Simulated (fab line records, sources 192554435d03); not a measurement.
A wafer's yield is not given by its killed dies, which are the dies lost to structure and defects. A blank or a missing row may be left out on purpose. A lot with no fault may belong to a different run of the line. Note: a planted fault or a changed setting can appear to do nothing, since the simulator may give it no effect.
Lot-split experiment || flow n5Finfet || 21 wafers read from 7 lots, route of 1938 steps

THE SPLIT
At N5_BEOL_M4_TRENCH_ETCH_37 (etches SiOC in C4F6/O2, target depth 55.555 nm, time 29.2 s), the setting sourceW was moved away from the recipe's 355 W on 6 of the 21 wafers read, by -14.9% to +17.2%. This setting was run at the recipe's value on the other wafers.

The reading is taken at the split's own step.

THE READING
rfVppV, in V, at N5_BEOL_M4_TRENCH_ETCH_37 (etches SiOC in C4F6/O2, target depth 55.555 nm, time 29.2 s). Typical for fault-free wafers on this fab line: 663 V, with standard deviation 12 V.

{"wafer": "L074.1", "tool, chamber at the split": "rieDiel-02, 3", "sourceW as run, W": 355, "against the recipe": "recipe", "rfVppV, V": 662, "against lot-mates on the recipe": "-"}
{"wafer": "L074.3", "tool, chamber at the split": "rieDiel-02, 0", "sourceW as run, W": 411.9, "against the recipe": "+16.0%", "rfVppV, V": 616, "against lot-mates on the recipe": -49}
{"wafer": "L074.6", "tool, chamber at the split": "rieDiel-02, 0", "sourceW as run, W": 355, "against the recipe": "recipe", "rfVppV, V": 668, "against lot-mates on the recipe": "-"}
{"wafer": "L080.2", "tool, chamber at the split": "rieDiel-06, 2", "sourceW as run, W": 355, "against the recipe": "recipe", "rfVppV, V": 662, "against lot-mates on the recipe": "-"}
{"wafer": "L080.3", "tool, chamber at the split": "rieDiel-06, 1", "sourceW as run, W": 355, "against the recipe": "recipe", "rfVppV, V": 691, "against lot-mates on the recipe": "-"}
{"wafer": "L080.5", "tool, chamber at the split": "rieDiel-06, 1", "sourceW as run, W": 355, "against the recipe": "recipe", "rfVppV, V": 691, "against lot-mates on the recipe": "-"}
{"wafer": "L091.3", "tool, chamber at the split": "rieDiel-03, 3", "sourceW as run, W": 355, "against the recipe": "recipe", "rfVppV, V": 671, "against lot-mates on the recipe": "-"}
{"wafer": "L091.4", "tool, chamber at the split": "rieDiel-03, 1", "sourceW as run, W": 355, "against the recipe": "recipe", "rfVppV, V": 643, "against lot-mates on the recipe": "-"}
{"wafer": "L091.5", "tool, chamber at the split": "rieDiel-03, 1", "sourceW as run, W": 355, "against the recipe": "recipe", "rfVppV, V": 641, "against lot-mates on the recipe": "-"}
{"wafer": "L089.2", "tool, chamber at the split": "rieDiel-03, 1", "sourceW as run, W": 355, "against the recipe": "recipe", "rfVppV, V": 641, "against lot-mates on the recipe": "-"}
{"wafer": "L089.4", "tool, chamber at the split": "rieDiel-03, 1", "sourceW as run, W": 355, "against the recipe": "recipe", "rfVppV, V": 642, "against lot-mates on the recipe": "-"}
{"wafer": "L089.6", "tool, chamber at the split": "rieDiel-03, 3", "sourceW as run, W": 355, "against the recipe": "recipe", "rfVppV, V": 671, "against lot-mates on the recipe": "-"}
{"wafer": "L092.3", "tool, chamber at the split": "rieDiel-02, 2", "sourceW as run, W": 355, "against the recipe": "recipe", "rfVppV, V": 667, "against lot-mates on the recipe": "-"}
{"wafer": "L092.4", "tool, chamber at the split": "rieDiel-02, 3", "sourceW as run, W": 415.9, "against the recipe": "+17.2%", "rfVppV, V": 609, "against lot-mates on the recipe": -58}
{"wafer": "L092.6", "tool, chamber at the split": "rieDiel-02, 0", "sourceW as run, W": 415.9, "against the recipe": "+17.2%", "rfVppV, V": 615, "against lot-mates on the recipe": -52}
{"wafer": "L093.1", "tool, chamber at the split": "rieDiel-06, 3", "sourceW as run, W": 302.1, "against the recipe": "-14.9%", "rfVppV, V": 710, "against lot-mates on the recipe": "+48"}
{"wafer": "L093.4", "tool, chamber at the split": "rieDiel-06, 2", "sourceW as run, W": 355, "against the recipe": "recipe", "rfVppV, V": 662, "against lot-mates on the recipe": "-"}
{"wafer": "L093.5", "tool, chamber at the split": "rieDiel-06, 2", "sourceW as run, W": 302.1, "against the recipe": "-14.9%", "rfVppV, V": 720, "against lot-mates on the recipe": "+58"}
{"wafer": "L097.1", "tool, chamber at the split": "rieDiel-06, 0", "sourceW as run, W": 355, "against the recipe": "recipe", "rfVppV, V": 657, "against lot-mates on the recipe": "-"}
{"wafer": "L097.4", "tool, chamber at the split": "rieDiel-06, 0", "sourceW as run, W": 407.7, "against the recipe": "+14.8%", "rfVppV, V": 613, "against lot-mates on the recipe": -46}
{"wafer": "L097.5", "tool, chamber at the split": "rieDiel-06, 2", "sourceW as run, W": 355, "against the recipe": "recipe", "rfVppV, V": 662, "against lot-mates on the recipe": "-"}

THE FIT
A straight line over all 21 wafers: rfVppV changes by -3.18 V for each +1% of sourceW; r = -0.89; the points scatter about the line by 14 V.
The same after taking each lot's own level away (the mean of its wafers on the recipe; 21 wafers): -3.29 V for each +1%; r = -0.95; scatter 9.9 V.
Per that fit: largest sourceW move, reading shift of 56 V.
Measured against the standard deviation above, the lots' own levels, which go from 651.3 to 681.3 V, span 2.5 times it.
The two slopes agree, so the slope changes little with the lot-to-lot level.
Check: for one of the wafers moved furthest among these (+17.2%), held out of the fit, the line's prediction against its lot-mates is -55 V. Against them it came out at -58 V.
Tool readings at the split's step, against how far the setting was moved: rfVppV r = -0.89.

THESE WAFERS: OTHER SPLITS
Before the reading, these wafers also passed through other splits. Each is held against what the fit with the lots' levels taken away leaves over:
{"other split on the same wafers": "N5_BEOL_M3_EXPOSE_08 doseMj", "wafers away from the commonest value": 9, "r with rfVppV (lot level and that fit taken away)": "+0.00"}

FILE'S OWN FIT
rfVppV changes by -3.23 V for each +1% of sourceW, r = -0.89.
